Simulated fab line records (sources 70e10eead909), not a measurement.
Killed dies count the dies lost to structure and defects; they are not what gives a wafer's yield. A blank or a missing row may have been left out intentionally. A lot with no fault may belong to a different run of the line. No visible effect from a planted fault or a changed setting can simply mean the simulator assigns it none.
Check for tools in common	flow nand harc	13 lots, 39 wafers sampled

== WHY THIS WAS OPENED ==
On 1 of the 13 lots, a flag is raised at NHARC_P_ZERO_WELL_CD_MEAS_52 on the reading cd nm. Fault-free wafers read 2000.3 nm, with a standard deviation of 1.7.
Rule: a lot is flagged when every wafer of it that has a number lies more than 4 standard deviations from that mean, or none has a number. All remaining lots are regarded as sound.

lot	measured	on	cd nm (nm), wafer by wafer	flag
L929	day 1 17:47	cd sem-01	2000.7 2000.7 1999.5	
L931	day 2 05:47	cd sem-02	2001.8 2002.6 1999.9	
L932	day 2 11:54	cd sem-01	1999.7 2001.3 2000.0	
L933	day 2 17:49	cd sem-01	1998.4 1998.3 2001.1	
L934	day 2 23:41	cd sem-03	2001.3 2000.2 2001.4	
L936	day 3 12:26	cd sem-03	1998.8 1999.0 2001.0	
L939	day 4 05:44	cd sem-01	2003.2 2003.9 2004.7	
L941	day 4 17:53	cd sem-01	1998.4 1996.6 1996.6	
L942	day 4 23:44	cd sem-03	2000.9 2001.8 2001.3	
L943	day 5 05:47	cd sem-01	1572.0 1572.2 1570.7	FLAGGED
L947	day 6 05:35	cd sem-01	2001.2 2000.3 2000.7	
L951	day 7 05:37	cd sem-01	2002.3 2001.0 1999.4	
L952	day 7 11:55	cd sem-02	2000.6 1998.6 2002.2	
Flagged lots average 1571.6 nm: -428.7 nm relative to the usual, that is -99 or more standard deviations.

== TOOL THAT RAN EACH LOT ==
The record holds 1 process step before the reading, out of a route of 1159 steps. Every cell lists first the tool, next ch and the chambers used by the sampled wafers, and last the start.
lot	flag	NHARC_P_ZERO_WELL_EXPOSE_49
L929		krf scanner-04 ch 0, day 1 17:38
L931		krf scanner-04 ch 0, day 2 05:38
L932		krf scanner-02 ch 0, day 2 11:44
L933		krf scanner-04 ch 0, day 2 17:40
L934		krf scanner-02 ch 0, day 2 23:32
L936		krf scanner-04 ch 0, day 3 12:17
L939		krf scanner-01 ch 0, day 4 05:35
L941		krf scanner-04 ch 0, day 4 17:44
L942		krf scanner-01 ch 0, day 4 23:35
L943	FLAGGED	krf scanner-02 ch 0, day 5 05:38
L947		krf scanner-02 ch 0, day 6 05:25
L951		krf scanner-04 ch 0, day 7 05:28
L952		krf scanner-02 ch 0, day 7 11:45
These steps, and what they do:
- NHARC_P_ZERO_WELL_EXPOSE_49: exposes mask P HVPW, target cd 2000 nm.
- NHARC_P_ZERO_WELL_CD_MEAS_52: target cd 2000 nm.

== FLAGGED AGAINST TOTAL, ONE TOOL AT A TIME (gauges that did the reading follow at the end) ==
step	tool	lots run	flagged	share of the flagged lots	sound lots run after its first flagged lot
NHARC_P_ZERO_WELL_EXPOSE_49	krf scanner-01	2	0	none	-
NHARC_P_ZERO_WELL_EXPOSE_49	krf scanner-02	5	1	all	2 (L947,L952)
NHARC_P_ZERO_WELL_EXPOSE_49	krf scanner-04	6	0	none	-
NHARC_P_ZERO_WELL_CD_MEAS_52	cd sem-01	8	1	all	2 (L947,L951)
NHARC_P_ZERO_WELL_CD_MEAS_52	cd sem-02	2	0	none	-
NHARC_P_ZERO_WELL_CD_MEAS_52	cd sem-03	3	0	none	-

== WHAT THE TABLE PERMITS ==
krf scanner-02 at NHARC_P_ZERO_WELL_EXPOSE_49 and cd sem-01 at NHARC_P_ZERO_WELL_CD_MEAS_52 are the 2 rows of the table that ran each flagged lot.
- krf scanner-02 at NHARC_P_ZERO_WELL_EXPOSE_49: 1 of its 5 lots flagged. Sound lots followed the first flagged one (L947, L952) on it, something a lasting fault affecting the whole tool could not allow.
- cd sem-01 at NHARC_P_ZERO_WELL_CD_MEAS_52: 1 of its 8 lots flagged. Sound lots followed the first flagged one (L947, L951) on it, something a lasting fault affecting the whole tool could not allow.
No row of the table ran every flagged lot and no sound lot after the first.

== WHAT THE SIMULATOR PUT IN ==
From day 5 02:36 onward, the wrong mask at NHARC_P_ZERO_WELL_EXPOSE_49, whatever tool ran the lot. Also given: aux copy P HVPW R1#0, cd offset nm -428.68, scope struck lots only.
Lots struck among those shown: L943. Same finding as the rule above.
